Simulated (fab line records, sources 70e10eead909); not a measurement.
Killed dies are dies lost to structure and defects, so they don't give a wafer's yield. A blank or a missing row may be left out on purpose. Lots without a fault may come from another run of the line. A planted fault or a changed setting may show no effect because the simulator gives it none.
Chamber matching | flow nand_harc | NHARC_P_CONTACT_CMP_24 on cmp-03: 4 sister chambers
The step polishes, t overpolish 30 s, target thk 200 nm. 4 wafers are shown with their chamber, then 9 later ones without.

WAFERS WITH THEIR CHAMBER
wafer  | chamber | motor_current_A (A)
L081.2 | 3       | 13.5
L087.3 | 0       | 13.2
L087.4 | 1       | 10.5
L087.6 | 2       | 13.4

WAFERS WITHOUT THEIR CHAMBER
wafer  | motor_current_A (A)
L089.1 | 13.4
L089.2 | 13.4
L089.6 | 12.7
L090.2 | 13.6
L090.3 | 13.4
L090.5 | 13.0
L093.4 | 12.4
L093.5 | 10.8
L093.6 | 13.7

WHICH CHAMBER EACH WENT THROUGH
wafer  | from the rows above          | in truth
L089.1 | can't be placed: 2 or 3 or 0 | 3
L089.2 | can't be placed: 2 or 3 or 0 | 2
L089.6 | can't be placed: 0 or 2 or 3 | 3
L090.2 | can't be placed: 3 or 2 or 0 | 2
L090.3 | can't be placed: 2 or 3 or 0 | 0
L090.5 | can't be placed: 0 or 2 or 3 | 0
L093.4 | can't be placed: 0 or 2 or 3 | 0
L093.5 | 1                            | 1
L093.6 | can't be placed: 3 or 2 or 0 | 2
Placed correctly: 1 of 9. Can't be placed from these rows: 8 (the true chamber is among the candidates in 8). Placed wrongly: 0.
How it was worked out, from the rows above alone: a wafer's distance from a chamber is the root of the sum, over the readings, of the square of ((its reading less the chamber's mean) divided by the reading's scatter). The wafer belongs to the nearest chamber; if the next one is less than 2 further off, it can't be placed. A chamber's mean is the mean of its shown wafers. The scatter: with one shown wafer a chamber, the root of the mean of the squares of how far each hidden wafer lies from its nearest shown one.
